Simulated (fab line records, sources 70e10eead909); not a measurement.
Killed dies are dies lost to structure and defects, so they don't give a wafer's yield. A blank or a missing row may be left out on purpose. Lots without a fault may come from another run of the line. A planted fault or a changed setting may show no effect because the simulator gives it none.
fab line records | flow nand_harc
record lots=12 wafers=36 last_day=24
route steps=1159 shown A_CONTACT@959 A_BLC@969 END@1159
lots that met no fault: from a run of the same line without faults
start_h: hours from the record's first day to the start of the lot's first wafer shown | wait_h: hours since the lot's step before | " the same as in the row above | L1.1+2: a row that stands for several wafers | - no value, or no start given | * or withheld: withheld | < > ~ a bound
route shown NAME@n: a module of which the file shows steps, and the number in the route of the first | usual: mean/standard deviation of fault-free wafers | same: alike in all rows | chamber/n: place in a boat | sites: the reading at each site | _std_site: their standard deviation | _edge_site: outer sites' mean less inner sites' | radius_mm: how far each site lies from the wafer's centre | mask NAME#n: copy n | behind: the tool/chamber that last shaped the wafer | hold: why the lot was held/for how many hours/how that ended | device: the transistor (n, p or np) that didn't switch | end of line: the same wafers' tests at the end of the route | a step without rows: its recipe alone | killed: dies lost to structure and defects at the first sort, not the wafer's yield | map: a wafer's dies, x killed, . not, _ none there
set.NAME: the setting as run; set.NAME@STEP: as run at that earlier step | model.NAME: the simulator's own value behind a step, which no gauge read
steps of the route over a sample of lots; a table a step, a row a wafer
services: from which hour (start_h, from the record's first day; less than 0 if before it) a tool's chamber was out of use, for how many hours, and why
## steps
# step NHARC_A_CONTACT_CVD_19
# recipe target_thk_a=3000 temp_c=300 pressure_torr=40 wf6_flow_sccm=40 h2_flow_sccm=1600 ar_flow_sccm=1560 time_s=802 material=W
# usual heater_power_w=534/79 throttle_valve_pct=7.93/0.21
# columns lot.wafer tool chamber start_h wait_h heater_power_w throttle_valve_pct
L859.1 cvd_w-02 0 - - 502 8.19
L859.3 " 0 " " 502 8.29
L859.6 " 0 " " 503 8.40
L862.1 cvd_w-01 1 - - 648 7.99
L862.6 " 1 " " 639 7.81
L862.5 " 0 " " 484 8.09
L866.1 cvd_w-01 0 - - 496 7.82
L866.4 " 0 " " 491 7.87
L866.6 " 0 " " 496 7.81
L865.2 cvd_w-01 0 - - 492 8.12
L865.3 " 1 " " 655 8.12
L865.6 " 0 " " 481 7.94
L867.1 cvd_w-02 0 - - 503 8.10
L867.2 " 1 " " 447 8.01
L867.6 " 1 " " 438 7.98
L871.1 cvd_w-01 1 - - 643 8.05
L871.4 " 1 " " 655 8.27
L871.6 " 1 " " 654 8.09
L875.4 cvd_w-02 1 - - 443 7.80
L875.5 " 1 " " 448 8.01
L875.6 " 0 " " 491 7.92
L874.1 cvd_w-01 1 - - 637 7.87
L874.3 " 1 " " 649 7.92
L874.6 " 1 " " 634 7.53
L876.3 cvd_w-01 1 - - 652 7.67
L876.4 " 0 " " 503 7.69
L876.6 " 0 " " 484 7.90
L879.1 cvd_w-01 1 - - 652 7.65
L879.3 " 1 " " 659 7.92
L879.6 " 0 " " 471 7.68
L880.1 cvd_w-01 1 - - 630 7.95
L880.2 " 0 " " 489 7.74
L880.6 " 1 " " 651 8.04
L881.4 cvd_w-01 0 - - 487 7.54
L881.3 " 1 " " 638 7.89
L881.6 " 1 " " 642 8.07
# step NHARC_A_BLC_SOFTBAKE_05
# recipe temp_c=105 time_s=55
# usual heater_power_total_W=188.46/0.14
# columns lot.wafer tool chamber start_h wait_h heater_power_total_W
L859.1 litho_track-01 0 401 - 188.64
L859.3 " 0 " " 188.33
L859.6 " 0 " " 188.47
L862.1 litho_track-04 0 408 - 188.29
L862.5 " 0 " " 188.32
L862.6 " 0 " " 188.52
L866.1 litho_track-06 0 431 - 188.37
L866.4 " 0 " " 188.62
L866.6 " 0 " " 188.35
L865.2 litho_track-04 0 443 - 188.34
L865.3 " 0 " " 188.45
L865.6 " 0 " " 188.28
L867.1 litho_track-04 0 445 - 176.08
L867.2 " 0 " " 176.01
L867.6 " 0 " " 176.25
L871.1 litho_track-04 0 467 - 176.33
L871.4 " 0 " " 176.37
L871.6 " 0 " " 175.84
L875.4 litho_track-01 0 486 - 188.46
L875.5 " 0 " " 188.28
L875.6 " 0 " " 188.33
L874.1 litho_track-01 0 496 - 188.47
L874.3 " 0 " " 188.52
L874.6 " 0 " " 188.29
L876.3 litho_track-01 0 503 - 188.34
L876.4 " 0 " " 188.30
L876.6 " 0 " " 188.58
L879.1 litho_track-06 0 515 - 188.74
L879.3 " 0 " " 188.43
L879.6 " 0 " " 188.46
L880.1 litho_track-01 0 523 - 188.36
L880.2 " 0 " " 188.43
L880.6 " 0 " " 188.38
L881.3 litho_track-01 0 530 - 188.38
L881.4 " 0 " " 188.77
L881.6 " 0 " " 188.42
# step NHARC_A_BLC_ETCH_17
# recipe target_depth_a=3900 over_etch_frac=0.25 time_s=609.38 ion_energy_ev=200 n2_flow_sccm=150 h2_flow_sccm=150 ar_flow_sccm=0 rf_w=400 bias_w=150 chemistry=N2/H2
# usual chamber_pressure_mTorr=30.004/0.027 drypump_motor_current_A=5.6/0.6 oes_product_au=0.998/0.012 rf_vpp_V=430.5/2.5 showerhead_plenum_p_Torr=2.04/0.091 throttle_valve_pct=14.172/0.0084
# columns lot.wafer tool chamber start_h wait_h chamber_pressure_mTorr drypump_motor_current_A oes_product_au rf_hours_counter_h rf_vpp_V showerhead_plenum_p_Torr throttle_valve_pct
L859.1 rie_diel-11 2 - - 29.966 4.9 0.981 3 433.2 2.10 14.171
L859.3 " 0 " " 29.998 6.3 0.985 2 432.9 2.11 14.161
L859.6 " 2 " " 30.044 4.9 0.982 - 431.1 2.10 14.177
L862.1 rie_diel-11 3 - - 30.070 5.8 1.017 4 433.3 2.13 14.178
L862.5 " 3 " " 29.994 5.8 1.018 - 432.4 2.13 14.173
L862.6 " 0 " " 30.000 6.3 0.993 - 432.8 2.11 14.178
L866.1 rie_diel-01 2 - - 30.027 5.0 1.002 12 433.9 2.11 14.174
L866.4 " 3 " " 30.039 6.8 0.988 11 429.6 1.94 14.161
L866.6 " 1 " " 30.014 5.5 0.994 - 430.4 1.99 14.167
L865.2 rie_diel-01 0 - - 29.974 5.1 1.008 14 427.2 1.90 14.158
L865.3 " 1 " " 30.025 5.6 0.995 14 429.6 1.99 14.175
L865.6 " 0 " " 30.046 5.1 1.005 - 425.5 1.90 14.188
L867.2 rie_diel-11 2 - - 30.040 4.9 0.997 7 431.6 2.10 14.164
L867.1 " 3 " " 30.012 5.8 1.018 7 432.7 2.13 14.177
L867.6 " 0 " " 30.020 6.3 0.998 - 432.4 2.11 14.171
L871.1 rie_diel-13 0 - - 29.989 6.3 0.985 3 432.9 2.19 14.178
L871.4 " 2 " " 30.024 5.8 0.984 3 435.2 2.17 14.173
L871.6 " 3 " " 29.971 5.2 1.004 - 428.4 1.99 14.165
L875.4 rie_diel-01 2 - - 29.996 4.9 1.005 16 431.6 2.11 14.166
L875.5 " 1 " " 30.002 5.5 0.989 - 429.9 1.99 14.177
L875.6 " 2 " " 30.007 4.9 1.005 - 433.9 2.11 14.172
L874.1 rie_diel-11 3 - - 29.975 5.8 0.997 11 432.2 2.12 14.183
L874.3 " 0 " " 29.984 6.3 0.997 9 431.6 2.11 14.167
L874.6 " 3 " " 30.008 5.8 1.008 - 432.7 2.13 14.161
L876.3 rie_diel-11 3 - - 30.014 5.8 1.015 12 432.1 2.12 14.175
L876.4 " 1 " " 29.995 5.3 1.010 12 427.6 1.97 14.179
L876.6 " 3 " " 30.006 5.8 0.999 - 432.9 2.12 14.160
L879.3 rie_diel-01 3 - - 30.012 6.8 0.990 2 428.0 1.93 14.183
L879.1 " 0 " " 30.040 5.1 1.009 2 427.1 1.90 14.168
L879.6 " 0 " " 30.027 5.1 1.017 - 426.1 1.90 14.170
L880.2 rie_diel-11 3 - - 29.989 5.8 1.012 14 433.1 2.12 14.178
L880.1 " 0 " " 29.976 6.3 0.987 12 431.8 2.11 14.168
L880.6 " 0 " " 29.946 6.3 0.998 - 431.9 2.11 14.167
L881.4 rie_diel-01 2 - - 30.079 4.9 1.009 3 432.4 2.11 14.170
L881.3 " 3 " " 29.972 6.8 1.002 4 427.9 1.93 14.173
L881.6 " 1 " " 29.983 5.5 1.000 - 430.6 1.99 14.194
# step NHARC_A_BLC_ETCH_18
# recipe target_depth_a=9100 c4f8_flow_sccm=20 o2_flow_sccm=10 ar_flow_sccm=withheld rf_w=600 bias_w=1500 chemistry=C4F8/O2/Ar
# usual chamber_pressure_mTorr=25.000/0.022 oes_product_au=0.951/0.023 rf_vpp_V=978/5.9
# columns lot.wafer tool chamber start_h wait_h chamber_pressure_mTorr oes_product_au rf_hours_counter_h rf_vpp_V
L859.3 rie_diel-11 2 - - 25.034 0.946 4 981
L859.1 " 0 " " 24.965 0.954 2 983
L859.6 " 3 " " 25.017 0.970 - 984
L862.1 rie_diel-11 1 - - 24.991 0.965 4 974
L862.5 " 3 " " 24.978 0.993 - 983
L862.6 " 0 " " 24.992 0.954 - 982
L866.4 rie_diel-01 3 - - 24.966 0.946 11 973
L866.1 " 2 " " 25.007 0.976 12 983
L866.6 " 3 " " 25.010 0.957 - 972
L865.3 rie_diel-01 1 - - 25.009 0.917 15 976
L865.2 " 3 " " 25.007 0.904 13 971
L865.6 " 1 " " 25.010 0.911 - 975
L867.2 rie_diel-11 0 - - 24.989 0.954 6 983
L867.1 " 1 " " 24.983 0.966 7 974
L867.6 " 1 " " 24.987 0.964 - 976
L871.4 rie_diel-13 2 - - 25.008 0.955 3 986
L871.1 " 3 " " 24.997 0.946 4 975
L871.6 " 0 " " 24.993 0.938 - 986
L875.4 rie_diel-01 3 - - 24.975 0.909 16 970
L875.6 " 2 " " 24.951 0.936 - 980
L875.5 " 3 " " 25.023 0.910 - 973
L874.3 rie_diel-11 0 - - 25.000 0.920 10 984
L874.1 " 3 " " 24.988 0.932 11 984
L874.6 " 0 " " 24.954 0.926 - 984
L876.3 rie_diel-11 3 - - 25.029 0.963 12 983
L876.4 " 0 " " 25.012 0.965 10 982
L876.6 " 2 " " 25.007 0.968 - 982
L879.1 rie_diel-01 0 - - 25.038 1.008 2 969
L879.3 " 2 " " 25.020 0.970 2 984
L879.6 " 1 " " 24.978 0.956 - 975
L880.2 rie_diel-11 0 - - 25.009 0.915 12 982
L880.1 " 1 " " 24.990 0.929 14 974
L880.6 " 0 " " 24.927 0.922 - 983
L881.4 rie_diel-01 3 - - 25.014 0.982 4 972
L881.3 " 1 " " 25.020 0.948 4 976
L881.6 " 3 " " 25.004 0.978 - 971
# step NHARC_END_SORT_01
# recipe temp_c=25
# usual killed_at_array=28/10 killed_at_other=0.6/1.1 killed_at_periphery=3.6/2.6 killed_dies=32/10 killed_open=3.3/1.8 killed_short=1.9/1.4
# same gross_dies=677
# columns lot.wafer tool chamber start_h wait_h killed_at_array killed_at_other killed_at_periphery killed_dies killed_open killed_short
L880.1 prober-02 0 571.33 2.5 41 0 15 56 1 3
L880.2 prober-02 0 572.13 2.8 50 0 6 56 3 2
L880.6 prober-02 0 575.31 4.0 38 0 8 46 1 4
# killed by level:class
L880.1 A_SLIT:chamber_film_flake=20 A_CHANNEL_HOLE_D1:chamber_film_flake=10 P_M2:chamber_film_flake=8 A_CONTACT:chamber_film_flake=5 P_GATE:chamber_film_flake=3 A_CHANNEL_FILL_D1:geometric_particle:short=2 P_ZERO_WELL:chamber_film_flake=2 A_STAIRCASE:chamber_film_flake=2
L880.2 A_CHANNEL_HOLE_D1:chamber_film_flake=18 A_SLIT:chamber_film_flake=16 A_CONTACT:chamber_film_flake=8 P_ZERO_WELL:chamber_film_flake=2 P_GATE:chamber_film_flake=2 P_M2:chamber_film_flake=2 A_STAIRCASE:chamber_film_flake=2 A_ONON_D1:geometric_particle:open=1
L880.6 A_SLIT:chamber_film_flake=20 A_CHANNEL_HOLE_D1:chamber_film_flake=8 A_CONTACT:chamber_film_flake=4 P_M2:chamber_film_flake=3 A_STAIRCASE:chamber_film_flake=3 P_GATE:chamber_film_flake=2 P_GATE:geometric_particle:short=1 P_M1:geometric_particle:open=1
## services
# columns tool chamber start_h hours kind
cvd_w-02 - 383.76 13.0 pm
rie_diel-11 0 383.97 8.5 repair
rie_diel-13 3 390.10 4.1 repair
rie_diel-11 0 400.00 - clean
rie_diel-11 1 400.00 - clean
rie_diel-11 2 400.00 - clean
rie_diel-11 3 400.00 - clean
rie_diel-11 0 424.50 - clean
rie_diel-11 1 424.50 - clean
rie_diel-11 2 424.50 - clean
rie_diel-11 3 424.50 - clean
litho_track-01 - 443.00 7.0 pm
rie_diel-11 0 449.00 - clean
rie_diel-11 1 449.00 - clean
rie_diel-11 2 449.00 - clean
rie_diel-11 3 449.00 - clean
rie_diel-13 - 453.08 9.0 pm
litho_track-06 - 467.00 7.0 pm
rie_diel-11 0 473.51 - clean
rie_diel-11 1 473.51 - clean
cvd_w-01 - 482.28 13.0 pm
rie_diel-11 2 488.15 10.6 repair
litho_track-04 - 491.00 7.0 pm
rie_diel-01 - 491.85 9.0 pm
## key
first_sign step=NHARC_A_BLC_SOFTBAKE_05 reading=heater_power_total_W direction=down sigmas=88 usual=* struck=*
effect none on later readings
met_at NHARC_A_BLC_SOFTBAKE_05
struck_lots L867,L871
tester_left_out L867,L871
loop_trim step=NHARC_A_BLC_EXPOSE_07 setting=dose lots=L871
not_acting_at NHARC_A_CONTACT_CVD_19,NHARC_A_BLC_ETCH_17,NHARC_A_BLC_ETCH_18
onset_between 443 445
fault kind=process_parameter_drift tool=litho_track-04 chamber=- onset_h=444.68 steps=NHARC_A_BLC_SOFTBAKE_05 channel=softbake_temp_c offset=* shape=step end_h=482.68 acts_in=* stated=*
# tester_left_out: of these lots the tester's yield and bins aren't shown, on N5 and GAA mostly nor the transistor test; their killed dies are dies lost to structure and defects alone, not to doping, threshold or leakage, so they don't give the yield
# loop_trim: a control loop set the setting to another value than it would have without faults
